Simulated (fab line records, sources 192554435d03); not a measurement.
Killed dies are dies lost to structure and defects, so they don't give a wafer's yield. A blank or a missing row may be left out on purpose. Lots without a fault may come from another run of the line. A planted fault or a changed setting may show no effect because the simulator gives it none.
fab line records | flow n5_finfet | part 2 of 2: steps 5 to 6 of 6
record lots=20 wafers=60 last_day=17
route steps=1938 shown DUMMY_GATE@234 SD_EPI_N@271 SDB@360
lots that met no fault: from a run of the same line without faults
start_h: hours from the record's first day to the start of the lot's first wafer shown | wait_h: hours since the lot's step before | " the same as in the row above | L1.1+2: a row that stands for several wafers | - no value, or no start given | * or withheld: withheld | < > ~ a bound
route shown NAME@n: a module of which the file shows steps, and the number in the route of the first | usual: mean/standard deviation of fault-free wafers | same: alike in all rows | chamber/n: place in a boat | sites: the reading at each site | _std_site: their standard deviation | _edge_site: outer sites' mean less inner sites' | radius_mm: how far each site lies from the wafer's centre | mask NAME#n: copy n | behind: the tool/chamber that last shaped the wafer | hold: why the lot was held/for how many hours/how that ended | device: the transistor (n, p or np) that didn't switch | end of line: the same wafers' tests at the end of the route | a step without rows: its recipe alone | killed: dies lost to structure and defects at the first sort, not the wafer's yield | map: a wafer's dies, x killed, . not, _ none there
set.NAME: the setting as run; set.NAME@STEP: as run at that earlier step | model.NAME: the simulator's own value behind a step, which no gauge read
steps of the route over a sample of lots; a table a step, a row a wafer
services: from which hour (start_h, from the record's first day; less than 0 if before it) a tool's chamber was out of use, for how many hours, and why
## steps
# step N5_SDB_ETCH_17
# recipe chemistry=CF4 target=SiARC target_depth_a=234 mask_material=CAR-ArF time_s=39 ion_energy_ev=80 pressure_mtorr=40 source_w=545 bias_w=36 Ar_flow_sccm=100 cf4_flow_sccm=100 ends=cleared
# usual drypump_motor_current_A=5.7/0.46 etch_rf_on_time_s=39.2/1.1 oes_product_au=0.70/0.083 rf_vpp_V=183.9/1 showerhead_plenum_p_Torr=2.14/0.051 throttle_valve_pct=15.66/0.26
# columns lot.wafer tool chamber start_h wait_h drypump_motor_current_A etch_rf_on_time_s oes_product_au rf_hours_counter_h rf_vpp_V showerhead_plenum_p_Torr throttle_valve_pct
L074.2 rie_diel-05 0 69.22 0.0 5.0 37.8 0.81 19 184.8 2.12 15.39
L074.3 " 1 " " 5.8 38.2 0.82 8 182.5 2.10 15.42
L074.4 " 2 " " 6.7 41.4 0.63 145 185.6 2.13 15.94
L076.2 rie_diel-01 3 78.91 0.0 6.0 39.3 0.72 62 184.9 2.19 15.71
L076.3 " 2 " " 5.3 38.0 0.68 101 185.0 2.25 15.62
L076.6 " 2 " " 5.3 38.0 0.67 - 185.5 2.25 15.62
L078.2 rie_diel-01 1 92.89 0.0 5.7 40.5 0.59 194 183.6 2.11 16.07
L078.3 " 0 " " 6.3 38.7 0.70 109 183.4 2.19 15.70
L078.4 " 2 " " 5.3 38.2 0.67 105 183.7 2.24 15.62
L079.1 rie_diel-05 1 98.36 0.0 5.8 39.0 0.79 19 182.3 2.09 15.42
L079.2 " 2 " " 6.7 42.3 0.62 152 182.8 2.13 15.97
L079.6 " 2 " " 6.7 42.1 0.62 - 183.2 2.13 15.95
L080.1 rie_diel-05 1 101.36 0.0 5.8 38.4 0.78 20 183.2 2.09 15.44
L080.3 " 2 " " 6.7 41.6 0.62 153 184.2 2.13 15.95
L080.4 " 2 " " 6.7 41.5 0.62 - 183.7 2.13 15.97
L081.1 rie_diel-04 0 109.69 0.0 5.9 39.6 0.68 100 181.3 2.07 15.47
L081.3 " 3 " " 6.0 37.8 0.88 1 182.7 2.12 15.29
L081.6 " 1 " " 5.4 38.0 0.77 - 183.6 2.18 15.55
L082.1 rie_diel-04 0 113.64 0.0 6.0 39.7 0.68 102 182.4 2.07 15.47
L082.3 " 1 " " 5.4 38.3 0.77 30 185.6 2.18 15.55
L082.4 " 0 " " 5.9 39.5 0.68 - 182.0 2.07 15.47
L083.1 rie_diel-04 1 118.23 0.0 5.4 38.1 0.77 31 184.1 2.18 15.55
L083.4 " 0 " " 5.9 39.6 0.68 - 181.8 2.07 15.46
L083.5 " 1 " " 5.4 38.0 0.76 - 185.6 2.18 15.56
L084.2 rie_diel-04 3 124.68 0.0 6.0 38.1 0.84 6 183.9 2.11 15.31
L084.3 " 2 " " 5.4 38.2 0.84 2 182.9 2.10 15.24
L084.6 " 2 " " 5.4 38.5 0.84 - 183.8 2.10 15.26
L085.2 rie_diel-01 3 133.42 0.0 6.0 39.5 0.69 81 184.8 2.18 15.77
L085.4 " 1 " " 5.8 40.4 0.58 208 183.9 2.10 16.08
L085.5 " 1 " " 5.8 40.5 0.59 - 183.8 2.10 16.09
L086.2 rie_diel-04 1 136.68 0.0 5.4 38.5 0.75 38 182.9 2.18 15.58
L086.3 " 2 " " 5.4 39.1 0.82 6 183.6 2.10 15.25
L086.6 " 1 " " 5.4 38.6 0.75 - 183.8 2.18 15.56
L088.1 rie_diel-04 0 149.09 0.0 5.9 40.5 0.66 115 182.0 2.06 15.50
L088.5 " 0 " " 5.9 40.5 0.67 - 182.9 2.06 15.50
L088.6 " 3 " " 6.0 38.2 0.82 - 183.1 2.11 15.29
L089.1 rie_diel-05 2 154.46 0.0 6.7 42.0 0.61 174 184.4 2.12 15.99
L089.2 " 1 " " 5.8 38.6 0.75 42 183.3 2.09 15.48
L089.3 " 0 " " 5.1 38.2 0.74 54 184.0 2.11 15.46
L090.1 rie_diel-01 3 164.00 0.0 6.0 39.5 0.69 93 185.4 2.18 15.77
L090.3 " 1 " " 5.7 40.2 0.58 219 183.1 2.10 16.11
L090.5 " 1 " " 5.7 40.6 0.58 - 184.1 2.10 16.13
L091.2 rie_diel-05 3 165.73 0.0 5.0 39.5 0.79 19 184.1 2.13 15.52
L091.5 " 1 " " 5.8 39.2 0.73 - 182.8 2.08 15.49
L091.6 " 0 " " 5.1 37.9 0.74 - 183.5 2.11 15.47
L093.2 rie_diel-05 3 177.81 0.0 4.9 39.1 0.78 24 182.0 2.12 15.53
L093.3 " 2 " " 6.7 41.4 0.60 185 184.3 2.12 16.03
L093.4 " 1 " " 5.8 38.7 0.74 51 182.6 2.08 15.52
L094.3 rie_diel-01 0 189.30 0.0 6.3 38.5 0.68 143 184.1 2.18 15.77
L094.4 " 1 " " 5.8 40.3 0.58 226 184.1 2.10 16.15
L094.6 " 1 " " 5.8 40.2 0.58 - 183.5 2.10 16.12
L095.2 rie_diel-01 0 192.61 0.0 6.3 38.9 0.67 144 185.8 2.18 15.79
L095.5 " 3 " " 6.0 39.5 0.68 - 183.5 2.18 15.79
L095.6 " 2 " " 5.3 38.6 0.65 - 184.7 2.23 15.69
L096.4 rie_diel-04 0 199.87 0.0 5.9 39.9 0.66 131 182.2 2.06 15.55
L096.5 " 2 " " 5.4 39.1 0.77 - 183.4 2.09 15.30
L096.6 " 1 " " 5.5 39.1 0.71 - 184.0 2.17 15.62
L097.2 rie_diel-01 1 208.02 0.0 5.7 40.7 0.58 232 183.9 2.09 16.15
L097.4 " 2 " " 5.3 39.0 0.64 144 185.4 2.23 15.71
L097.6 " 1 " " 5.8 40.4 0.58 - 183.9 2.09 16.16
# step N5_SDB_HM_OPEN_20
# recipe chemistry=CH3F/O2 target=SiNx mask_material=SOC target_depth_a=240 stop_on=poly-Si over_etch_frac=0.4 ion_energy_ev=120 pressure_mtorr=30 source_w=395 bias_w=73 Ar_flow_sccm=150 CH3F_flow_sccm=30 O2_flow_sccm=20
# usual drypump_motor_current_A=5.7/0.46 oes_o_777_au=0.81/0.088 oes_product_au=0.67/0.073 rf_vpp_V=296/10 showerhead_plenum_p_Torr=2.00/0.055 throttle_valve_pct=16.43/0.28
# columns lot.wafer tool chamber start_h wait_h drypump_motor_current_A oes_o_777_au oes_product_au rf_hours_counter_h rf_vpp_V showerhead_plenum_p_Torr throttle_valve_pct
L074.2 rie_diel-05 0 69.42 0.0 5.1 0.91 0.76 19 298 1.98 16.22
L074.3 " 1 " " 5.8 0.90 0.78 8 308 1.97 16.22
L074.4 " 2 " " 6.7 0.72 0.63 145 290 1.98 16.65
L076.2 rie_diel-01 3 79.10 0.0 6.0 0.82 0.69 62 303 2.05 16.46
L076.3 " 2 " " 5.3 0.78 0.64 101 278 2.13 16.51
L076.6 " 2 " " 5.3 0.78 0.66 - 281 2.13 16.48
L078.2 rie_diel-01 1 93.09 0.0 5.7 0.71 0.57 194 302 1.98 16.91
L078.3 " 0 " " 6.3 0.84 0.66 109 305 2.04 16.37
L078.4 " 2 " " 5.3 0.78 0.65 105 279 2.12 16.51
L079.1 rie_diel-05 1 98.55 0.0 5.8 0.88 0.74 19 306 1.96 16.23
L079.2 " 2 " " 6.7 0.72 0.61 152 290 1.98 16.67
L079.6 " 2 " " 6.7 0.72 0.64 - 291 1.98 16.66
L080.1 rie_diel-05 1 101.56 0.0 5.8 0.88 0.74 20 307 1.96 16.22
L080.3 " 2 " " 6.7 0.72 0.61 154 291 1.98 16.67
L080.4 " 2 " " 6.7 0.72 0.62 - 292 1.98 16.66
L081.1 rie_diel-04 0 109.88 0.0 5.9 0.79 0.65 101 287 1.92 16.15
L081.3 " 3 " " 6.0 0.99 0.84 1 307 1.97 15.97
L081.6 " 1 " " 5.4 0.89 0.74 - 279 2.07 16.39
L082.1 rie_diel-04 0 113.83 0.0 5.9 0.78 0.66 102 288 1.92 16.17
L082.3 " 1 " " 5.5 0.90 0.73 30 280 2.07 16.42
L082.4 " 0 " " 5.9 0.78 0.66 - 287 1.92 16.15
L083.1 rie_diel-04 1 118.42 0.0 5.4 0.90 0.72 31 280 2.07 16.40
L083.4 " 0 " " 5.9 0.78 0.67 - 287 1.92 16.16
L083.5 " 1 " " 5.4 0.89 0.73 - 280 2.06 16.41
L084.2 rie_diel-04 3 124.87 0.0 6.0 0.96 0.79 6 306 1.96 15.98
L084.3 " 2 " " 5.3 0.97 0.79 2 303 1.97 16.06
L084.6 " 2 " " 5.4 0.96 0.80 - 303 1.97 16.06
L085.2 rie_diel-01 3 133.62 0.0 6.0 0.80 0.68 81 305 2.04 16.51
L085.4 " 1 " " 5.8 0.70 0.59 208 302 1.98 16.94
L085.5 " 1 " " 5.7 0.70 0.59 - 301 1.98 16.94
L086.2 rie_diel-04 1 136.88 0.0 5.5 0.88 0.71 39 278 2.06 16.43
L086.3 " 2 " " 5.3 0.96 0.78 6 303 1.97 16.06
L086.6 " 1 " " 5.4 0.88 0.71 - 279 2.06 16.42
L088.1 rie_diel-04 0 149.28 0.0 5.9 0.77 0.64 115 287 1.92 16.19
L088.5 " 0 " " 5.9 0.78 0.65 - 286 1.92 16.16
L088.6 " 3 " " 6.0 0.94 0.77 - 307 1.96 16.00
L089.1 rie_diel-05 2 154.66 0.0 6.7 0.70 0.59 174 291 1.97 16.72
L089.2 " 1 " " 5.8 0.84 0.71 42 307 1.96 16.27
L089.3 " 0 " " 5.1 0.85 0.70 54 297 1.97 16.28
L090.1 rie_diel-01 3 164.19 0.0 5.9 0.78 0.67 93 304 2.04 16.53
L090.3 " 1 " " 5.8 0.69 0.56 219 301 1.98 16.99
L090.5 " 1 " " 5.7 0.70 0.59 - 301 1.98 16.97
L091.2 rie_diel-05 3 165.92 0.0 5.0 0.91 0.78 19 296 1.98 16.21
L091.5 " 1 " " 5.8 0.83 0.72 - 308 1.95 16.30
L091.6 " 0 " " 5.1 0.86 0.72 - 298 1.97 16.28
L093.2 rie_diel-05 3 178.01 0.0 4.9 0.90 0.74 24 295 1.98 16.22
L093.3 " 2 " " 6.7 0.70 0.60 185 290 1.97 16.73
L093.4 " 1 " " 5.8 0.83 0.71 51 307 1.95 16.29
L094.3 rie_diel-01 0 189.49 0.0 6.3 0.81 0.65 143 306 2.02 16.44
L094.4 " 1 " " 5.7 0.69 0.59 226 301 1.97 16.98
L094.6 " 1 " " 5.8 0.69 0.59 - 301 1.97 16.98
L095.2 rie_diel-01 0 192.80 0.0 6.3 0.80 0.63 144 307 2.02 16.44
L095.5 " 3 " " 6.0 0.78 0.68 - 305 2.03 16.53
L095.6 " 2 " " 5.3 0.74 0.62 - 279 2.11 16.57
L096.4 rie_diel-04 0 200.06 0.0 5.9 0.76 0.63 131 287 1.91 16.21
L096.5 " 2 " " 5.3 0.91 0.74 - 303 1.96 16.08
L096.6 " 1 " " 5.4 0.85 0.68 - 278 2.05 16.47
L097.2 rie_diel-01 1 208.21 0.0 5.7 0.69 0.56 232 300 1.97 17.00
L097.4 " 2 " " 5.3 0.74 0.62 144 279 2.11 16.57
L097.6 " 1 " " 5.8 0.69 0.57 - 302 1.97 16.98
## services
# columns tool chamber start_h hours kind
rie_diel-05 - 34.46 0.1 repair
rie_diel-03 - 48.55 2.8 pm
rie_diel-03 - 51.49 0.5 repair
rie_diel-05 0 64.07 2.2 repair
rie_diel-03 1 68.41 - clean
rie_diel-03 1 68.41 - consumable_replace:focus_ring
rie_diel-03 1 68.41 - consumable_replace:showerhead
rie_diel-03 1 68.41 23.2 scheduled_down
rie_diel-03 1 68.41 23.2 vent_cycle
rie_diel-06 1 70.09 4.3 repair
rie_diel-04 0 87.45 6.6 repair
rie_diel-04 3 94.41 - clean
rie_diel-04 3 94.41 - consumable_replace:focus_ring
rie_diel-06 - 98.98 0.4 repair
rie_diel-03 0 115.96 8.9 repair
rie_diel-04 - 148.85 0.1 repair
rie_diel-02 3 159.07 - clean
rie_diel-02 3 159.07 - consumable_replace:focus_ring
rie_diel-02 3 159.07 16.3 scheduled_down
rie_diel-02 3 159.07 16.3 vent_cycle
rie_diel-06 0 163.38 9.6 repair
rie_diel-04 2 172.28 4.3 repair
rie_diel-05 0 185.05 3.2 repair
rie_diel-04 - 190.71 1.6 repair
